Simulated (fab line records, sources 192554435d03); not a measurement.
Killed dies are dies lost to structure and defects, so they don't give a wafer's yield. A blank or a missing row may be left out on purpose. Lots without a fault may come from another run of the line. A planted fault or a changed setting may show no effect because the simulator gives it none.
fab line records | flow n5_finfet
record lots=14 wafers=42 last_day=17
route steps=1938 shown BEOL_M11@1580 BEOL_M12@1609
lots that met no fault: from a run of the same line without faults
start_h: hours from the record's first day to the start of the lot's first wafer shown | wait_h: hours since the lot's step before | " the same as in the row above | L1.1+2: a row that stands for several wafers | - no value, or no start given | * or withheld: withheld | < > ~ a bound
route shown NAME@n: a module of which the file shows steps, and the number in the route of the first | usual: mean/standard deviation of fault-free wafers | same: alike in all rows | chamber/n: place in a boat | sites: the reading at each site | _std_site: their standard deviation | _edge_site: outer sites' mean less inner sites' | radius_mm: how far each site lies from the wafer's centre | mask NAME#n: copy n | behind: the tool/chamber that last shaped the wafer | hold: why the lot was held/for how many hours/how that ended | device: the transistor (n, p or np) that didn't switch | end of line: the same wafers' tests at the end of the route | a step without rows: its recipe alone | killed: dies lost to structure and defects at the first sort, not the wafer's yield | map: a wafer's dies, x killed, . not, _ none there
set.NAME: the setting as run; set.NAME@STEP: as run at that earlier step | model.NAME: the simulator's own value behind a step, which no gauge read
steps of the route over a sample of lots; a table a step, a row a wafer
services: from which hour (start_h, from the record's first day; less than 0 if before it) a tool's chamber was out of use, for how many hours, and why
## steps
# step N5_BEOL_M11_STRIP_77
# recipe chemistry=N2/H2 time_s=10 power_w=450 temp_c=40 pressure_mtorr=20 rf_frequency_hz=6e+07 bias_power_w=7 n2_flow_sccm=200 h2_flow_sccm=200
# usual drypump_motor_current_A=5.7/0.41 oes_product_au=0.79/0.076 rf_vpp_V=59.1/0.93 showerhead_plenum_p_Torr=2.54/0.057 temp_c=40.02/0.11 throttle_valve_pct=23.5/0.34
# columns lot.wafer tool chamber start_h wait_h drypump_motor_current_A oes_product_au rf_hours_counter_h rf_vpp_V showerhead_plenum_p_Torr temp_c throttle_valve_pct
L880.1 rie_diel-01 1 - - 5.8 0.84 91 58.8 2.56 40.07 23.6
L880.3 " 2 " " 5.7 0.84 69 59.0 2.46 40.11 23.1
L880.6 " 1 " " 5.7 0.83 - 60.3 2.56 40.06 23.5
L882.2 rie_diel-01 1 - - 5.7 0.82 92 60.5 2.56 40.06 23.6
L882.3 " 3 " " 5.1 0.96 11 59.7 2.60 40.06 23.4
L882.6 " 2 " " 5.7 0.83 - 57.6 2.46 40.15 23.1
L883.3 rie_diel-05 1 - - 6.2 0.78 117 60.2 2.54 40.04 24.1
L883.4 " 0 " " 5.7 0.69 247 59.3 2.49 40.01 23.9
L883.6 " 2 " " 5.0 0.87 - 58.3 2.58 39.89 22.8
L884.1 rie_diel-05 1 - - 6.2 0.79 119 59.5 2.54 40.06 24.0
L884.3 " 3 " " 5.4 0.73 194 59.9 2.51 40.09 23.9
L884.5 " 0 " " 5.7 0.69 - 59.0 2.49 39.92 23.9
L885.1 rie_diel-05 3 - - 5.4 0.73 194 59.8 2.51 39.89 23.9
L885.5 " 3 " " 5.4 0.72 - 58.4 2.51 39.94 23.9
L885.6 " 0 " " 5.7 0.69 - 58.8 2.49 39.99 23.9
L886.1 rie_diel-01 2 - - 5.7 0.81 82 58.6 2.45 39.95 23.1
L886.4 " 3 " " 5.1 0.93 23 58.8 2.60 40.07 23.4
L886.6 " 2 " " 5.7 0.81 - 58.9 2.46 40.29 23.1
L888.2 rie_diel-03 3 - - 6.2 0.84 71 57.7 2.58 39.91 23.4
L888.3 " 1 " " 6.2 0.72 188 60.0 2.64 39.99 23.8
L888.6 " 0 " " 6.2 0.75 - 59.4 2.43 39.98 23.3
L891.2 rie_diel-01 1 - - 5.7 0.80 113 60.2 2.55 39.87 23.6
L891.3 " 3 " " 5.1 0.91 36 59.9 2.59 39.99 23.4
L891.4 " 2 " " 5.7 0.80 95 59.6 2.45 40.05 23.1
L897.2 rie_diel-05 3 - - 5.4 0.72 202 58.7 2.51 39.88 23.9
L897.5 " 2 " " 5.0 0.84 - 60.2 2.57 39.99 22.9
L897.6 " 1 " " 6.2 0.77 - 59.6 2.54 39.91 24.1
L898.1 rie_diel-05 0 - - 5.7 0.95 9 58.9 2.49 40.11 23.5
L898.4 " 1 " " 6.2 0.77 129 59.1 2.54 40.09 24.1
L898.6 " 0 " " 5.7 0.95 - 58.3 2.49 40.04 23.5
L896.2 rie_diel-05 2 - - 5.0 0.85 58 59.3 2.57 39.98 22.8
L896.5 " 0 " " 5.7 0.96 - 59.1 2.49 39.77 23.5
L896.6 " 1 " " 6.2 0.77 - 58.9 2.54 39.91 24.1
L902.2 rie_diel-01 2 - - 5.7 0.76 118 61.5 2.44 40.12 23.2
L902.4 " 3 " " 5.1 0.87 58 60.3 2.58 40.01 23.4
L902.5 " 0 " " 5.6 0.71 - 58.8 2.53 40.19 23.8
L901.1 rie_diel-05 2 - - 5.0 0.82 67 58.5 2.57 40.02 22.9
L901.2 " 0 " " 5.7 0.93 18 59.5 2.49 40.09 23.5
L901.4 " 2 " " 5.0 0.84 - 60.4 2.57 39.97 22.9
L903.1 rie_diel-03 2 - - 5.5 0.71 194 58.9 2.52 40.17 23.9
L903.2 " 0 " " 6.2 0.73 186 58.9 2.42 39.93 23.3
L903.5 " 2 " " 5.4 0.71 - 59.6 2.52 40.14 23.8
# step N5_BEOL_M11_CD_MEAS_35
# recipe target_cd_nm=70 polarity=opening
# usual cd_nm=70.0/0.53
# columns lot.wafer tool chamber start_h wait_h cd_nm
L880.1 cd_sem-03 - 223.78 0.0 70.2
L880.3 " - " " 70.1
L880.6 " - " " 70.2
L882.2 cd_sem-02 - 228.86 0.0 69.1
L882.3 " - " " 68.4
L882.6 " - " " 69.0
L883.3 cd_sem-03 - 247.30 0.0 69.5
L883.4 " - " " 70.3
L883.6 " - " " 69.8
L884.1 cd_sem-02 - 256.05 0.0 69.8
L884.3 " - " " 69.6
L884.5 " - " " 69.3
L885.1 cd_sem-02 - 261.43 0.0 70.9
L885.5 " - " " 70.5
L885.6 " - " " 70.7
L886.1 cd_sem-02 - 265.81 0.0 71.3
L886.4 " - " " 70.1
L886.6 " - " " 70.4
L888.2 cd_sem-01 - 281.55 0.0 69.6
L888.3 " - " " 70.1
L888.6 " - " " 69.5
L891.2 cd_sem-02 - 295.08 0.0 70.1
L891.3 " - " " 69.6
L891.4 " - " " 69.7
L897.2 cd_sem-02 - 321.84 0.0 69.9
L897.5 " - " " 70.4
L897.6 " - " " 69.9
L898.1 cd_sem-01 - 328.38 0.0 69.7
L898.4 " - " " 70.0
L898.6 " - " " 69.8
L896.2 cd_sem-03 - 328.99 0.0 69.5
L896.5 " - " " 69.6
L896.6 " - " " 69.8
L902.2 cd_sem-02 - 358.16 0.0 69.1
L902.4 " - " " 69.4
L902.5 " - " " 69.4
L901.1 cd_sem-03 - 358.58 0.0 71.0
L901.2 " - " " 70.6
L901.4 " - " " 70.7
L903.1 cd_sem-01 - 358.61 0.0 70.5
L903.2 " - " " 70.6
L903.5 " - " " 70.2
# step N5_BEOL_M12_PEB_08
# recipe peb_temp_c=130 peb_time_s=90
# usual chill_plate_temp_C=22.99/0.11 exhaust_pa=45.0/0.85
# columns lot.wafer tool chamber start_h wait_h chill_plate_temp_C exhaust_pa
L880.1 litho_track-03 0 227.30 0.1 23.15 45.5
L880.3 " 0 " " 22.92 47.0
L880.6 " 0 " " 23.03 46.4
L882.2 litho_track-05 0 232.11 0.0 22.86 44.1
L882.3 " 0 " " 22.85 46.0
L882.6 " 0 " " 22.92 44.7
L883.3 litho_track-02 0 249.96 0.0 22.95 45.4
L883.4 " 0 " " 23.03 45.6
L883.6 " 0 " " 22.99 46.0
L884.1 litho_track-05 0 259.05 0.1 22.91 44.2
L884.3 " 0 " " 22.87 44.9
L884.5 " 0 " " 22.81 45.3
L885.1 litho_track-05 0 266.86 0.1 23.08 44.9
L885.5 " 0 " " 23.15 45.1
L885.6 " 0 " " 23.17 45.2
L886.1 litho_track-05 0 268.88 0.1 23.15 44.5
L886.4 " 0 " " 23.18 45.1
L886.6 " 0 " " 23.00 44.4
L888.2 litho_track-02 0 285.57 0.0 23.08 45.0
L888.3 " 0 " " 22.98 45.4
L888.6 " 0 " " 22.97 45.0
L891.2 litho_track-03 0 297.66 0.0 22.77 44.7
L891.3 " 0 " " 22.79 44.4
L891.4 " 0 " " 22.87 45.0
L897.2 litho_track-03 - 324.71 0.0 - -
L897.5 " - " " - -
L897.6 " - " " - -
L898.1 litho_track-05 - 331.15 0.1 - -
L898.4 " - " " - -
L898.6 " - " " - -
L896.2 litho_track-03 0 331.71 0.0 23.02 45.6
L896.5 " 0 " " 23.06 44.1
L896.6 " 0 " " 22.99 44.1
L902.2 litho_track-03 0 361.14 0.0 22.89 43.7
L902.4 " 0 " " 22.97 43.6
L902.5 " 0 " " 22.96 43.4
L903.1 litho_track-02 0 361.67 0.1 22.93 44.7
L903.2 " 0 " " 23.07 45.0
L903.5 " 0 " " 22.89 43.9
L901.1 litho_track-05 0 361.74 0.1 22.98 45.1
L901.2 " 0 " " 23.05 44.8
L901.4 " 0 " " 23.16 43.1
# step N5_BEOL_M12_ETCH_59
# recipe chemistry=N2/H2 target=BARC target_depth_a=890 overetch_a=267 time_s=67.9 ion_energy_ev=200 pressure_mtorr=30 source_w=840 bias_w=150 n2_flow_sccm=200 h2_flow_sccm=200
# usual drypump_motor_current_A=5.6/0.57 oes_product_au=0.69/0.055 rf_fwd_power_W=834/3.5 rf_vpp_V=524.4/2.3 showerhead_plenum_p_Torr=2.56/0.08 throttle_valve_pct=17.83/0.2
# columns lot.wafer tool chamber start_h wait_h drypump_motor_current_A oes_product_au rf_fwd_power_W rf_hours_counter_h rf_vpp_V showerhead_plenum_p_Torr throttle_valve_pct
L880.1 rie_diel-04 1 227.98 0.0 5.5 0.61 836 216 522.9 2.52 18.09
L880.3 " 3 " " 5.5 0.66 827 129 523.6 2.55 17.93
L880.6 " 0 " " 6.3 0.70 829 - 525.1 2.57 17.36
L882.2 rie_diel-06 1 232.35 0.0 5.3 0.76 833 28 524.0 2.59 17.80
L882.3 " 3 " " 5.0 0.60 836 246 523.5 2.51 18.21
L882.6 " 3 " " 5.0 0.61 839 - 523.1 2.51 18.21
L883.3 rie_diel-06 1 250.23 0.0 5.3 0.74 831 38 525.8 2.59 17.82
L883.4 " 1 " " 5.3 0.73 831 - 525.6 2.59 17.83
L883.6 " 0 " " 5.8 0.59 837 - 522.7 2.51 17.96
L884.1 rie_diel-02 2 259.28 0.0 4.9 0.66 837 124 524.5 2.56 18.12
L884.3 " 1 " " 6.7 0.75 832 44 521.1 2.48 17.75
L884.5 " 3 " " 5.9 0.73 831 - 527.1 2.69 17.68
L885.1 rie_diel-06 0 267.10 0.0 5.8 0.58 832 241 523.2 2.51 17.96
L885.5 " 1 " " 5.3 0.73 832 - 524.8 2.59 17.84
L885.6 " 0 " " 5.8 0.59 834 - 523.5 2.51 17.97
L886.1 rie_diel-02 1 269.18 0.0 6.7 0.75 830 48 522.7 2.48 17.76
L886.4 " 0 " " 5.0 0.76 830 23 528.3 2.70 17.73
L886.6 " 3 " " 5.9 0.72 833 - 527.5 2.69 17.69
L888.2 rie_diel-02 1 285.81 0.0 6.7 0.74 835 53 520.7 2.48 17.77
L888.3 " 2 " " 4.9 0.65 830 133 523.5 2.55 18.16
L888.6 " 0 " " 5.0 0.75 837 - 528.6 2.70 17.76
L891.2 rie_diel-04 0 297.90 0.0 6.3 0.67 828 102 522.6 2.56 17.40
L891.3 " 2 " " 5.1 0.71 835 89 523.5 2.56 17.64
L891.4 " 1 " " 5.5 0.59 833 240 522.2 2.50 18.15
L897.2 rie_diel-04 2 324.95 0.0 5.2 0.70 833 95 526.0 2.55 17.66
L897.5 " 2 " " 5.1 0.70 836 - 524.8 2.55 17.68
L897.6 " 0 " " 6.2 0.66 832 - 524.4 2.56 17.42
L898.1 rie_diel-06 3 331.39 0.0 5.0 0.77 831 27 522.2 2.50 17.80
L898.4 " 1 " " 5.3 0.70 831 68 525.5 2.58 17.88
L898.6 " 2 " " 6.1 0.66 832 - 521.1 2.46 17.90
L896.2 rie_diel-04 3 331.97 0.0 5.5 0.63 828 173 523.2 2.53 18.01
L896.5 " 3 " " 5.5 0.63 828 - 524.5 2.53 18.01
L896.6 " 2 " " 5.1 0.70 835 - 522.9 2.55 17.67
L902.2 rie_diel-04 2 361.39 0.0 5.1 0.69 839 110 524.3 2.55 17.69
L902.4 " 3 " " 5.5 0.62 830 186 525.2 2.53 18.04
L902.5 " 0 " " 6.3 0.65 825 - 523.5 2.55 17.45
L903.1 rie_diel-02 3 361.91 0.0 5.9 0.70 837 96 526.7 2.68 17.76
L903.2 " 1 " " 6.7 0.72 833 80 521.1 2.47 17.83
L903.5 " 1 " " 6.7 0.72 831 - 521.2 2.47 17.81
L901.1 rie_diel-02 3 362.36 0.0 5.9 0.70 834 96 528.1 2.68 17.73
L901.2 " 1 " " 6.7 0.72 837 80 521.6 2.47 17.81
L901.4 " 1 " " 6.7 0.72 833 - 520.3 2.47 17.83
## services
# columns tool chamber start_h hours kind
litho_track-03 - 200.77 - consumable_replace:filter
rie_diel-02 - 217.41 0.9 repair
rie_diel-02 - 221.67 28.1 pm
rie_diel-01 - 232.90 2.8 pm
rie_diel-06 3 240.20 - clean
rie_diel-06 3 240.20 - consumable_replace:focus_ring
rie_diel-06 3 240.20 19.6 scheduled_down
rie_diel-03 2 248.66 32.5 repair
rie_diel-05 - 255.94 4.4 repair
rie_diel-03 3 261.12 1.6 repair
rie_diel-05 0 261.54 - clean
rie_diel-05 0 261.54 - consumable_replace:focus_ring
rie_diel-05 0 261.54 20.1 scheduled_down
rie_diel-05 0 261.54 20.1 vent_cycle
rie_diel-05 - 265.35 34.4 repair
rie_diel-04 1 283.96 9.8 repair
rie_diel-04 2 306.92 9.3 repair
rie_diel-04 1 322.19 - clean
rie_diel-04 1 322.19 - consumable_replace:focus_ring
rie_diel-04 1 322.19 16.8 scheduled_down
rie_diel-04 1 322.19 16.8 vent_cycle
rie_diel-03 1 349.49 7.0 repair
rie_diel-05 3 353.07 7.0 repair
rie_diel-02 0 360.62 1.7 repair
## key
first_sign step=N5_BEOL_M12_PEB_08 reading=tool_record direction=missing
effect none on later readings
met_at N5_BEOL_M12_PEB_08
struck_lots L897,L898
later_rows_left_out L897.2,L897.5,L897.6,L898.1,L898.4,L898.6
sort_left_out L897.2,L897.5,L897.6,L898.1,L898.4,L898.6
not_acting_at N5_BEOL_M11_STRIP_77,N5_BEOL_M11_CD_MEAS_35,N5_BEOL_M12_ETCH_59
onset_between 297.66 324.71
fault kind=skipped_step_whole tool=litho_track-03,litho_track-05 chamber=- onset_h=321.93 steps=N5_BEOL_M12_PEB_08 scope=struck_lots_only
# sort_left_out: the simulated sort isn't trusted on such a fault, so these wafers' sort isn't shown, and their yield isn't known
# later_rows_left_out: the simulator's readings of these wafers behind a module that went badly wrong aren't trusted and aren't shown, but for the sort
